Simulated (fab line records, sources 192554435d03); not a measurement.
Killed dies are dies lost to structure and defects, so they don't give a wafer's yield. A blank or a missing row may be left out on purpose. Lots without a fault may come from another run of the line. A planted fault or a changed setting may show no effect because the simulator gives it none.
Which tool did it? | flow n5_finfet | 12 lots, 36 wafers sampled, at 5 steps of a route of 1938

WHAT THE GAUGES READ, wafer by wafer
N5_BEOL_M0_INSPECT_127: inspects for defects (darkfield).
lot  | measured     | on                | raw_defect_count
L075 | day 6 04:47  | defect_inspect-01 | 86 99 79
L077 | day 6 20:02  | defect_inspect-01 | 43 77 56
L079 | day 7 07:33  | defect_inspect-02 | 39 66 57
L081 | day 7 21:43  | defect_inspect-02 | 153 107 52
L083 | day 8 08:17  | defect_inspect-01 | 31 69 82
L085 | day 9 02:47  | defect_inspect-02 | 65 113 70
L087 | day 9 09:44  | defect_inspect-01 | 45 40 39
L089 | day 9 22:05  | defect_inspect-01 | 65 67 75
L091 | day 10 07:37 | defect_inspect-02 | 104 75 73
L093 | day 10 18:08 | defect_inspect-02 | 44 55 50
L095 | day 11 07:20 | defect_inspect-02 | 37 53 63
L097 | day 11 19:41 | defect_inspect-01 | 64 45 83

WHICH TOOL RAN EACH LOT (tool, then ch and the chambers of the sampled wafers, then the start)
lot  | N5_BEOL_M0_SAQP_RECESS_104         | N5_BEOL_M0_ALD_136                  | N5_BEOL_M0_ANNEAL_133        | N5_BEOL_M0_CMP_120
L075 | vapor_etch-02 ch 0,1, day 5 20:28  | ald_metal-04 ch 1,2, day 6 02:32    | pvd_sputter-03, day 6 03:22  | cmp-02 ch 0,1,3, day 6 04:19
L077 | vapor_etch-02 ch 0,1, day 6 10:35  | ald_metal-02 ch 2,3, day 6 17:50    | pvd_sputter-01, day 6 18:34  | cmp-03 ch 1,2, day 6 19:29
L079 | vapor_etch-01 ch 0,1, day 7 00:34  | ald_metal-02 ch 1,2,3, day 7 05:42  | pvd_sputter-02, day 7 06:19  | cmp-03 ch 0,2,3, day 7 06:58
L081 | vapor_etch-02 ch 1, day 7 12:49    | ald_metal-02 ch 0,1,2, day 7 17:57  | pvd_sputter-03, day 7 20:20  | cmp-04 ch 0,1,3, day 7 21:10
L083 | vapor_etch-01 ch 0,1, day 7 21:39  | ald_metal-02 ch 0,2,3, day 8 06:09  | pvd_sputter-02, day 8 07:03  | cmp-03 ch 1,2,3, day 8 07:47
L085 | vapor_etch-01 ch 0, day 8 10:58    | ald_metal-04 ch 0,1,2, day 9 00:49  | pvd_sputter-02, day 9 01:32  | cmp-02 ch 1,2, day 9 02:12
L087 | vapor_etch-01 ch 0,1, day 9 00:29  | ald_metal-04 ch 1,2,3, day 9 07:36  | pvd_sputter-01, day 9 08:30  | cmp-02 ch 2,3, day 9 09:09
L089 | vapor_etch-01 ch 0,1, day 9 13:08  | ald_metal-02 ch 0,2,3, day 9 19:52  | pvd_sputter-02, day 9 20:43  | cmp-04 ch 0,1,2, day 9 21:31
L091 | vapor_etch-02 ch 0,1, day 9 21:56  | ald_metal-03 ch 0,2,3, day 10 05:37 | pvd_sputter-02, day 10 06:22 | cmp-04 ch 0,1,2, day 10 07:01
L093 | vapor_etch-02 ch 0,1, day 10 07:35 | ald_metal-04 ch 0,2,3, day 10 14:15 | pvd_sputter-01, day 10 16:54 | cmp-02 ch 0,1, day 10 17:33
L095 | vapor_etch-01 ch 0,1, day 10 21:47 | ald_metal-04 ch 0,1,3, day 11 04:26 | pvd_sputter-01, day 11 06:06 | cmp-02 ch 1,2,3, day 11 06:45
L097 | vapor_etch-01 ch 0,1, day 11 04:33 | ald_metal-04 ch 2,3, day 11 17:36   | pvd_sputter-03, day 11 18:20 | cmp-02 ch 2,3, day 11 19:07
- N5_BEOL_M0_SAQP_RECESS_104: chemistry HF/NH3, target SiO2, target depth 18 nm, afs cycles 3, sublimation time 60 s.
- N5_BEOL_M0_ALD_136: deposits TaN, pulse time 2 s, purge time 3 s, co reactant purge time 2 s.
- N5_BEOL_M0_ANNEAL_133: time 60 s.
- N5_BEOL_M0_CMP_120: polishes, stops on SiOC, t overpolish 6.9 s.

THE ANSWER, worked out from the rows above alone
Rule: what is usual is taken from the lots themselves. Put in order of their means at a reading, lots are off if they are a third of the lots or fewer, leave a main group of 4 or more, and stand apart from it by a gap of 3 or more times the standard deviation of the main group's means; of several such gaps the widest counts. A main group whose means are all the same, to the digits that the tables above print for the reading, isn't used. A lot without any number at a reading at which 4 lots or more have one is off too. The other lots that the step has rows for count as sound.
No lot is off at any reading shown: from this, nothing can be told.

WHAT THE SIMULATOR HAD PUT IN
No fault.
